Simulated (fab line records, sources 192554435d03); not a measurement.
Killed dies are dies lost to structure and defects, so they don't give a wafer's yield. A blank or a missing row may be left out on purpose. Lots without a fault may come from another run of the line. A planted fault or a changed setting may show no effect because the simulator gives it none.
fab line records | flow n5_finfet
record lots=7 wafers=39
route steps=1938 shown WELL_APT@32 FIN_SAQP@120 FIN_CUT@169 DUMMY_GATE@243 HKMG_FIN@406 MOL_CONTACT_COAG@616
start_h: hours from the record's first day to the start of the lot's first wafer shown | wait_h: hours since the lot's step before | " the same as in the row above | L1.1+2: a row that stands for several wafers | - no value, or no start given | * or withheld: withheld | < > ~ a bound
route shown NAME@n: a module of which the file shows steps, and the number in the route of the first | usual: mean/standard deviation of fault-free wafers | same: alike in all rows | chamber/n: place in a boat | sites: the reading at each site | _std_site: their standard deviation | _edge_site: outer sites' mean less inner sites' | radius_mm: how far each site lies from the wafer's centre | mask NAME#n: copy n | behind: the tool/chamber that last shaped the wafer | hold: why the lot was held/for how many hours/how that ended | device: the transistor (n, p or np) that didn't switch | end of line: the same wafers' tests at the end of the route | a step without rows: its recipe alone | killed: dies lost to structure and defects at the first sort, not the wafer's yield | map: a wafer's dies, x killed, . not, _ none there
set.NAME: the setting as run; set.NAME@STEP: as run at that earlier step | model.NAME: the simulator's own value behind a step, which no gauge read
lots whose settings were changed on purpose; a table a step, a row a wafer
## steps
# step N5_WELL_APT_IMPLANT_14
# recipe species=P energy_kev=160 dose_cm2=1.5e+13 tilt_deg=0 rotation_deg=0
# columns lot.wafer tool chamber start_h wait_h set.energy_kev model.implant.rp_nm model.implant.drp_nm
L076.1+4+5 implanter-02 0 26.05 0.1 160 208.4 65.9
L076.2+3+6 " 0 " " 171.6 224 69.38
L082.1+5+6 implanter-01 0 61.86 0.1 160 205 65.9
L082.2+3+4 " 0 " " 178.1 228.9 71.34
L086.1+2+6 implanter-02 0 86.07 0.1 160 204.4 65.9
L086.3+4+5 " 0 " " 152.2 194.1 63.5
L087.1+3+5 implanter-02 0 91.99 0.1 160 193 65.9
L087.2+4+6 " 0 " " 166.9 201.6 67.97
L088.2+3+4 implanter-02 0 97.96 0.1 160 199.5 65.9
L092.1+2+3 implanter-02 0 121.89 0.1 160 208.3 65.9
L092.4+5+6 " 0 " " 143.5 186 60.66
L095.1+2+3+4+5+6 implanter-01 0 140.31 0.1 160 206.9 65.9
# step N5_FIN_SAQP_MANDREL_ETCH_22
# recipe target_depth_a=600 chemistry=HBr/Cl2 target=a-Si stop_on=SiNx bt_time_s=10 over_etch_frac=0.5 time_s=30 pressure_mtorr=10 icp_w=800 bias_w=75 HBr_flow_sccm=150 Cl2_flow_sccm=80 ends=end_point
# columns lot.wafer tool chamber start_h wait_h set.target_depth_a model.SOC_of_FIN_SAQP_COAT_49.thk_nm
L076.1 rie_si-06 0 35.22 0.0 669.9 73.05
L076.2 " 2 " " 600 75.56
L076.3 " 1 " " 600 76.86
L076.4 " 3 " " 669.9 73.27
L076.5 " 2 " " 600 76.03
L076.6 " 3 " " 669.9 73.58
L082.1 rie_si-06 0 71.06 0.0 600 76.33
L082.2 " 1 " " 620.2 76.23
L082.3 " 3 " " 620.2 75.75
L082.4 " 2 " " 600 76.32
L082.5 " 2 " " 620.2 75.8
L082.6 " 1 " " 600 76.8
L086.1 rie_si-03 2 96.81 0.0 600 76.89
L086.2 " 1 " " 600 75.71
L086.3 " 3 " " 600 76.16
L086.4 " 0 " " 600 76.06
L086.5 " 1 " " 600 75.76
L086.6 " 2 " " 600 76.76
L087.1 rie_si-01 3 101.51 0.0 550.3 77.6
L087.2 " 0 " " 600 75.9
L087.3 " 2 " " 600 76.45
L087.4 " 1 " " 550.3 78.41
L087.5 " 2 " " 550.3 78.78
L087.6 " 1 " " 600 76.44
L088.2 rie_si-01 2 107.29 0.0 600 76.59
L088.3 " 3 " " 600 75.46
L088.4 " 0 " " 600 75.48
L092.1 rie_si-03 1 129.84 0.0 548.2 77.59
L092.2 " 2 " " 548.2 78.73
L092.3 " 0 " " 600 75.44
L092.4 " 3 " " 600 76
L092.5 " 1 " " 548.2 77.96
L092.6 " 0 " " 600 75.66
L095.1 rie_si-01 3 148.77 0.0 669.4 72.83
L095.2 " 1 " " 669.4 73.33
L095.3 " 0 " " 600 75.64
L095.4 " 2 " " 669.4 73.89
L095.5 " 1 " " 600 76.01
L095.6 " 2 " " 600 76.84
# step N5_FIN_CUT_ETCH_21
# recipe chemistry=N2/H2 target=SOC target_depth_a=2190 overetch_a=438 mask_material=SiARC temp_c=40 ion_energy_ev=100 bias_w=61 time_s=523.5 pressure_mtorr=30 source_w=850 n2_flow_sccm=200 h2_flow_sccm=200
# columns lot.wafer tool chamber start_h wait_h set.time_s model.SiARC_of_FIN_CUT_COAT_19.thk_nm
L076.1+6 rie_diel-03 3 39.82 0.0 523.5 12
L076.2+3 " 1,0 " " 523.5 12.2
L076.4+5 " 2 " " 523.5 12.4
L082.1 rie_diel-01 0 76.60 0.0 434 13
L082.2+6 " 2 " " 434 13.4
L082.3 " 3 " " 523.5 12
L082.4+5 " 1,3 " " 523.5 11.8
L086.1+3 rie_diel-01 3,1 102.11 0.0 523.5 11.6
L086.2 " 2 " " 423.9 13.4
L086.4+5 " 3,1 " " 423.9 13.2
L086.6 " 2 " " 523.5 11.8
L087.1 rie_diel-01 0 107.06 0.0 523.5 11.6
L087.2+3 " 2,3 " " 414.3 13.6
L087.4+6 " 1,3 " " 523.5 11.8
L087.5 " 0 " " 414.3 13.2
L088.2+3 rie_diel-03 3,1 111.86 0.0 523.5 12
L088.4 " 0 " " 523.5 12.2
L092.1 rie_diel-01 0 134.72 0.0 561.8 10.8
L092.2+4 " 2,3 " " 523.5 12
L092.3 " 1 " " 561.8 11.2
L092.5 " 3 " " 523.5 11.8
L092.6 " 0 " " 561.8 11
L095.1+5 rie_diel-01 1 153.47 0.0 464.8 12.6
L095.2 " 3 " " 523.5 11.8
L095.3 " 0 " " 523.5 11.6
L095.4 " 2 " " 523.5 12
L095.6 " 2 " " 464.8 13
# step N5_DUMMY_GATE_ETCH_31
# recipe chemistry=C4F6/O2 target=SiO2 mask_material=SOC target_depth_a=825 time_s=27.5 ion_energy_ev=250 pressure_mtorr=30 source_w=345 bias_w=185 Ar_flow_sccm=300 C4F6_flow_sccm=10 O2_flow_sccm=10
# columns lot.wafer tool chamber start_h wait_h set.target_depth_a model.etch.depth_nm model.SOC_of_DUMMY_GATE_COAT_34.thk_nm
L076.1 rie_diel-02 0 59.78 0.0 825 81.03 52
L076.2 " 2 " " 825 79.43 52.2
L076.3 " 1 " " 825 81.9 51.6
L076.4 " 3 " " 741.4 74.28 52.4
L076.5 " 2 " " 741.4 71.92 52.8
L076.6 " 1 " " 741.4 74.37 52.2
L082.1 rie_diel-02 1 95.79 0.1 825 82.14 51.8
L082.2 " 3 " " 904 90.14 51.2
L082.3 " 0 " " 825 82 51.8
L082.4 " 2 " " 904 87.24 51.4
L082.5 " 0 " " 825 81.49 52
L082.6 " 3 " " 904 89.8 51.2
L086.1 rie_diel-02 3 121.60 0.1 922.9 93.21 50.4
L086.2 " 2 " " 922.9 89.36 51
L086.3 " 0 " " 922.9 93.11 50.6
L086.4 " 1 " " 825 84 51.4
L086.5 " 2 " " 825 79.11 51.8
L086.6 " 1 " " 825 83.52 51.4
L087.1 rie_diel-03 3 127.27 0.3 825 83.17 51.8
L087.2 " 1 " " 741 72.92 52.8
L087.3 " 0 " " 741 73.24 52.6
L087.4 " 1 " " 741 73.47 52.6
L087.5 " 0 " " 825 81.69 51.6
L087.6 " 3 " " 825 82.77 51.8
L088.2 rie_diel-03 0 133.07 0.0 825 80.39 52.4
L088.3 " 1 " " 825 81.47 52
L088.4 " 1 " " 825 81.55 52
L092.1 rie_diel-03 3 158.36 0.2 825 83.18 51.8
L092.2 " 2 " " 825 83.69 51.4
L092.3 " 0 " " 825 80.61 51.8
L092.4 " 1 " " 825 82.06 51.8
L092.5 " 0 " " 825 80.95 51.8
L092.6 " 1 " " 825 82.14 52
L095.1 rie_diel-01 3 174.01 0.0 825 82.15 51.6
L095.2 " 1 " " 742.7 75.01 52.2
L095.3 " 2 " " 825 80.7 51.8
L095.4 " 0 " " 742.7 75.76 52.4
L095.5 " 2 " " 742.7 73.29 52.4
L095.6 " 3 " " 825 81.74 51.6
# step N5_DUMMY_GATE_ETCH_42
# recipe chemistry=CHF3/O2 target=SiO2 target_depth_a=35 time_s=31 ion_energy_ev=30 bias_w=12 pressure_mtorr=30 source_w=600 Ar_flow_sccm=200 CHF3_flow_sccm=50 O2_flow_sccm=5
# usual rf_vpp_V=42.3/1.1
# columns lot.wafer tool chamber start_h wait_h set.bias_w rf_vpp_V
L076.1 rie_diel-03 2 60.28 0.0 12 41.2
L076.2 " 3 " " 12 42.8
L076.3 " 1 " " 12.66 44.5
L076.4 " 0 " " 12 42.0
L076.5 " 1 " " 12.66 43.9
L076.6 " 0 " " 12.66 44.1
L082.1 rie_diel-03 1 96.43 0.2 12 40.4
L082.2 " 0 " " 12 42.7
L082.3 " 3 " " 12 44.1
L082.4 " 2 " " 12 42.2
L082.5 " 1 " " 12 42.9
L082.6 " 0 " " 12 42.1
L086.1 rie_diel-01 2 122.10 0.0 14.15 49.2
L086.2 " 1 " " 12 42.5
L086.3 " 0 " " 12 43.3
L086.4 " 3 " " 14.15 48.1
L086.5 " 0 " " 14.15 48.1
L086.6 " 3 " " 12 42.7
L087.1 rie_diel-01 0 127.76 0.0 12 42.8
L087.2 " 2 " " 12 44.4
L087.3 " 3 " " 10.29 37.2
L087.4 " 1 " " 12 42.9
L087.5 " 2 " " 10.29 39.3
L087.6 " 3 " " 10.29 37.9
L088.2 rie_diel-02 0 133.56 0.0 12 42.5
L088.3 " 3 " " 12 41.2
L088.4 " 2 " " 12 41.4
L092.1 rie_diel-03 2 158.86 0.0 11.3 38.6
L092.2 " 3 " " 12 43.4
L092.3 " 1 " " 11.3 38.8
L092.4 " 0 " " 11.3 40.8
L092.5 " 1 " " 12 41.4
L092.6 " 2 " " 12 41.3
L095.1 rie_diel-01 1 174.51 0.0 12 42.8
L095.2 " 2 " " 13.02 44.7
L095.3 " 0 " " 12 43.2
L095.4 " 3 " " 12 41.2
L095.5 " 2 " " 13.02 47.7
L095.6 " 3 " " 13.02 45.4
# step N5_HKMG_FIN_ETCH_58
# recipe chemistry=N2/H2 target=SOC target_depth_a=2158 ion_energy_ev=50 bias_w=13 time_s=741 pressure_mtorr=30 source_w=875 n2_flow_sccm=200 h2_flow_sccm=200
# usual rf_vpp_V=99.1/1
# columns lot.wafer tool chamber start_h wait_h set.source_w rf_vpp_V model.SOC_of_HKMG_FIN_COAT_41.thk_nm model.etch.depth_nm model.HKMG_FIN.feature_depth_nm
L076.1 rie_diel-04 3 84.07 0.0 742.4 105.4 109.8 190.3 190.2
L076.2 " 0 " " 875 99.5 95.6 204.8 204.8
L076.3 " 1 " " 742.4 105.7 117.2 183.8 183.8
L076.4 " 0 " " 875 100.6 93.8 206.1 206.2
L076.5 " 3 " " 742.4 104.4 110.4 190.4 190.4
L076.6 " 1 " " 875 98.1 87.6 212.4 212.4
L082.1 rie_diel-06 2 120.96 0.0 875 99.2 79.8 219.1 219
L082.2 " 1 " " 875 98.7 77.6 221.6 221.6
L082.3 " 0 " " 875 98.3 86.4 213.3 213.2
L082.4 " 3 " " 875 96.8 88 211.4 211.4
L082.5 " 2 " " 875 98.5 81.8 217.6 217.6
L082.6 " 3 " " 875 97.8 87 213 213
L086.1 rie_diel-04 0 146.33 0.0 875 99.6 93.8 206.8 206.8
L086.2 " 3 " " 875 98.7 82.2 219 219
L086.3 " 1 " " 733.6 105.6 120 180.6 180.6
L086.4 " 2 " " 733.6 105.0 109.6 190.9 190.8
L086.5 " 2 " " 875 98.5 79 221.7 221.6
L086.6 " 1 " " 733.6 105.5 118.4 183 183
L087.1 rie_diel-06 2 156.46 0.0 1019 93.6 53 247.2 247.2
L087.2 " 0 " " 1019 93.3 54.8 244.5 244.4
L087.3 " 1 " " 875 98.9 78.4 220.5 220.6
L087.4 " 2 " " 875 100.2 79.6 218.3 218.2
L087.5 " 1 " " 1019 94.8 46.8 251.9 251.8
L087.6 " 0 " " 875 99.5 86.4 213.3 213.2
L088.2 rie_diel-06 0 157.95 0.0 875 97.3 86.8 214.2 214.2
L088.3 " 2 " " 875 98.3 81.2 219 219
L088.4 " 2 " " 875 97.8 82.6 217.8 217.8
L092.1 rie_diel-06 2 183.50 0.0 789.6 101.6 98.8 200.7 200.8
L092.2 " 0 " " 875 99.7 85.4 213.2 213.2
L092.3 " 3 " " 875 100.7 75.2 224.3 224.4
L092.4 " 1 " " 789.6 101.3 96.2 203 203
L092.5 " 2 " " 789.6 102.3 97 201.1 201.2
L092.6 " 1 " " 875 99.4 76.8 222.2 222.2
L095.1 rie_diel-05 0 199.22 0.0 875 100.3 79.2 221.2 221.2
L095.2 " 2 " " 875 101.2 91.6 208.2 208.2
L095.3 " 1 " " 875 99.6 85 214.8 214.8
L095.4 " 3 " " 875 98.2 96.2 203.5 203.4
L095.5 " 3 " " 875 99.2 93.6 206.4 206.4
L095.6 " 2 " " 875 100.8 92.6 207.3 207.2
# step N5_MOL_CONTACT_COAG_ETCH_124
# recipe chemistry=CH3F/O2 target=SiNx target_depth_a=65 mask_material=SOC stop_on=SiOC over_etch_frac=0.3 ion_energy_ev=120 pressure_mtorr=30 source_w=395 bias_w=73 Ar_flow_sccm=150 CH3F_flow_sccm=30 O2_flow_sccm=20 ends=end_point
# usual rf_vpp_V=294/5.1
# columns lot.wafer tool chamber start_h wait_h set.bias_w rf_vpp_V
L076.1 rie_diel-06 1 114.56 0.0 63.47 272
L076.2 " 3 " " 73 291
L076.3 " 0 " " 73 287
L076.4 " 2 " " 73 289
L076.5 " 3 " " 63.47 260
L076.6 " 2 " " 63.47 258
L082.1 rie_diel-04 2 148.66 0.0 73 293
L082.2 " 3 " " 73 297
L082.3 " 0 " " 73 298
L082.4 " 1 " " 73 297
L082.5 " 1 " " 73 299
L082.6 " 2 " " 73 292
L086.1 rie_diel-04 0 174.05 0.0 73 297
L086.2 " 1 " " 73 297
L086.3 " 3 " " 73 298
L086.4 " 2 " " 73 292
L086.5 " 0 " " 73 297
L086.6 " 3 " " 73 297
L087.1 rie_diel-04 2 188.10 0.0 73 292
L087.2 " 0 " " 61.48 258
L087.3 " 3 " " 61.48 260
L087.4 " 1 " " 73 296
L087.5 " 0 " " 73 296
L087.6 " 3 " " 61.48 259
L088.2 rie_diel-06 3 193.74 0.0 73 296
L088.3 " 0 " " 73 286
L088.4 " 1 " " 73 305
L092.1 rie_diel-05 2 210.96 0.0 73 296
L092.2 " 1 " " 73 292
L092.3 " 0 " " 66.03 275
L092.4 " 3 " " 66.03 265
L092.5 " 3 " " 66.03 266
L092.6 " 0 " " 73 296
L095.1 rie_diel-06 3 228.54 0.0 73 296
L095.2 " 1 " " 73 306
L095.3 " 0 " " 67.23 267
L095.4 " 2 " " 67.23 271
L095.5 " 1 " " 67.23 285
L095.6 " 2 " " 73 289
## key
split step=N5_WELL_APT_IMPLANT_14 setting=energy_kev stated=160 by=wafer
response step=N5_WELL_APT_IMPLANT_14 reading=model.implant.rp_nm change=+2.13 per=1% r=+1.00
response step=N5_WELL_APT_IMPLANT_14 reading=model.implant.drp_nm change=+0.49 per=1% r=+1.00
split step=N5_FIN_SAQP_MANDREL_ETCH_22 setting=target_depth_a stated=600 by=wafer
response step=N5_FIN_SAQP_MANDREL_ETCH_22 reading=model.SOC_of_FIN_SAQP_COAT_49.thk_nm change=-0.247 per=1% r=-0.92
split step=N5_FIN_CUT_ETCH_21 setting=time_s stated=523.5 by=wafer
response step=N5_FIN_CUT_ETCH_21 reading=model.SiARC_of_FIN_CUT_COAT_19.thk_nm change=-0.085 per=1% r=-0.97
split step=N5_DUMMY_GATE_ETCH_31 setting=target_depth_a stated=825 by=wafer
response step=N5_DUMMY_GATE_ETCH_31 reading=model.etch.depth_nm change=+0.781 per=1% r=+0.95
response step=N5_DUMMY_GATE_ETCH_31 reading=model.SOC_of_DUMMY_GATE_COAT_34.thk_nm change=-0.0698 per=1% r=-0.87
split step=N5_DUMMY_GATE_ETCH_42 setting=bias_w stated=12 by=wafer
response step=N5_DUMMY_GATE_ETCH_42 reading=rf_vpp_V change=+0.353 per=1% r=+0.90
split step=N5_HKMG_FIN_ETCH_58 setting=source_w stated=875 by=wafer
response step=N5_HKMG_FIN_ETCH_58 reading=rf_vpp_V change=-0.351 per=1% r=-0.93
response step=N5_HKMG_FIN_ETCH_58 reading=model.SOC_of_HKMG_FIN_COAT_41.thk_nm change=-1.72 per=1% r=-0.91
response step=N5_HKMG_FIN_ETCH_58 reading=model.etch.depth_nm change=+1.73 per=1% r=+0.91
response step=N5_HKMG_FIN_ETCH_58 reading=model.HKMG_FIN.feature_depth_nm change=+1.73 per=1% r=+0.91
split step=N5_MOL_CONTACT_COAG_ETCH_124 setting=bias_w stated=73 by=wafer
response step=N5_MOL_CONTACT_COAG_ETCH_124 reading=rf_vpp_V change=+2.3 per=1% r=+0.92
